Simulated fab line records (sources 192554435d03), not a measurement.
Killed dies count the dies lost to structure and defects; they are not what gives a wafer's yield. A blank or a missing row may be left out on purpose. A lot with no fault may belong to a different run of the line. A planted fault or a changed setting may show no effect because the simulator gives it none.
Split-lot study -- flow n5_finfet -- 21 wafers read across 7 lots, on a route 1938 steps long

ABOUT THE SPLIT
At N5_BEOL_M0_SAQP_SPACER1_ALD_98 (deposits SiO2, target thk 12.8 nm, pulse time 1 s, purge time 2 s), the setting ald_cycles was moved away from the recipe's 138 on 4 of the 21 wafers read, by -15.9% to +15.2%. All remaining wafers had this setting at the recipe value.

FROM THE SPLIT TO THE READING: what the file shows between them, 2 steps
- N5_BEOL_M0_SAQP_SPACER1_ETCHBACK_99: etches SiO2 in CHF3/O2, target depth 15.4 nm, time 7.7 s
- N5_BEOL_M0_SAQP_MANDREL1_REMOVE_100: chemistry HBr/Cl2/O2, target a-Si, stops on SiNx, bt time 10 s

THE READING
At N5_BEOL_M0_SAQP_CD_MEAS_25: cd_nm in nanometres, against a target cd of 13.1 nm. A value of 12.82 nm with a standard deviation of 0.21 nm is what fault-free wafers of this fab line usually give.

wafer,"tool, chamber at the split",ald_cycles as run,against the recipe,"cd_nm, nm",against lot-mates on the recipe
L074.2,"ald_sin-03, 3",118,-14.5%,10.80,-2.09
L074.3,"ald_sin-03, 0,2",138,recipe,12.91,-
L074.4,"ald_sin-03, 0,2",138,recipe,12.87,-
L075.2,"ald_sin-01, 3,1",138,recipe,12.88,-
L075.3,"ald_sin-01, 0",151,+9.4%,14.15,+1.04
L075.6,"ald_sin-01, 3,1",138,recipe,13.34,-
L077.1,"ald_sin-02, 3,0,1",138,recipe,13.17,-
L077.5,"ald_sin-02, 3,0,1",138,recipe,12.97,-
L077.6,"ald_sin-02, 3,0,1",138,recipe,12.86,-
L078.1,"ald_sin-01, 0,2,2",138,recipe,12.86,-
L078.3,"ald_sin-01, 0,2,2",138,recipe,12.88,-
L078.6,"ald_sin-01, 0,2,2",138,recipe,12.84,-
L088.2,"ald_sin-03, 3,2",138,recipe,12.85,-
L088.4,"ald_sin-03, 3,2",138,recipe,12.87,-
L088.5,"ald_sin-03, 3",138,recipe,12.81,-
L095.1,"ald_sin-03, 2",138,recipe,12.67,-
L095.3,"ald_sin-03, 1",116,-15.9%,10.84,-1.88
L095.5,"ald_sin-03, 3",138,recipe,12.78,-
L096.1,"ald_sin-03, 0,2",138,recipe,12.75,-
L096.3,"ald_sin-03, 0,2",138,recipe,12.96,-
L096.5,"ald_sin-03, 0",159,+15.2%,14.76,+1.90
If several chambers appear in one row, that row covers several wafers at once and the file leaves open which wafer was in which chamber.

FIT RESULTS
A straight line over all 21 wafers: cd_nm changes by +0.132 nm for each +1% of ald_cycles; r = +0.98; the points scatter about the line by 0.15 nm.
The same after taking each lot's own level away (the mean of its wafers on the recipe; 21 wafers): +0.126 nm for each +1%; r = +0.99; scatter 0.12 nm.
On that fit, the largest move of ald_cycles shifts the reading by 2 nm.
From 12.725 to 13.110 nm: that is the span of the lots' own levels, equal to 1.8 times the standard deviation above.
Hence the lot-to-lot level has little effect on the slope; both slopes agree.
Check: -2.11 nm against its lot-mates is what the line predicts for one of the wafers moved furthest among these (-15.9%) when that wafer is left out of the fit. It came out at -1.88 nm against them.

OTHER SPLITS APPLIED TO THESE WAFERS
Before the reading, these wafers also passed through other splits. Each is held against what the fit with the lots' levels taken away leaves over:
other split on the same wafers,wafers away from the commonest value,r with cd_nm (lot level and that fit taken away)
N5_SD_ACTIVATION_LSA_01 temp_c,1,+0.04
N5_GATE_CUT_ALD_22 ald_cycles,12,+0.02
N5_MOL_CONTACT_COAG_COAT_62 spin_rpm,4,+0.28
N5_MOL_CONTACT_COAG_COAT_64 spin_rpm,9,-0.19

THE WHOLE CHAIN: every reading that the file lists as answering this split, in the file's order
step,what it does,reading,change (the file's fit),r (the file's)
N5_BEOL_M0_SAQP_SPACER1_ALD_98,"deposits SiO2, target thk 12.8 nm, pulse time 1 s, purge time 2 s","SiO2_of_BEOL_M0_SAQP_SPACER1_ALD_98.thk_nm (the simulator's own value, which no gauge read)",+0.129 nm for each +1% of the setting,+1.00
N5_BEOL_M0_SAQP_MANDREL1_REMOVE_100,"chemistry HBr/Cl2/O2, target a-Si, stops on SiNx, bt time 10 s","BEOL_M0_SAQP.cd_nm (the simulator's own value, which no gauge read)",+0.127 nm for each +1% of the setting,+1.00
N5_BEOL_M0_SAQP_CD_MEAS_25,target cd 13.1 nm,cd_nm,+0.126 nm for each +1% of the setting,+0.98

THE FILE'S OWN FIT
cd_nm changes by +0.126 nm for each +1% of ald_cycles, r = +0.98.
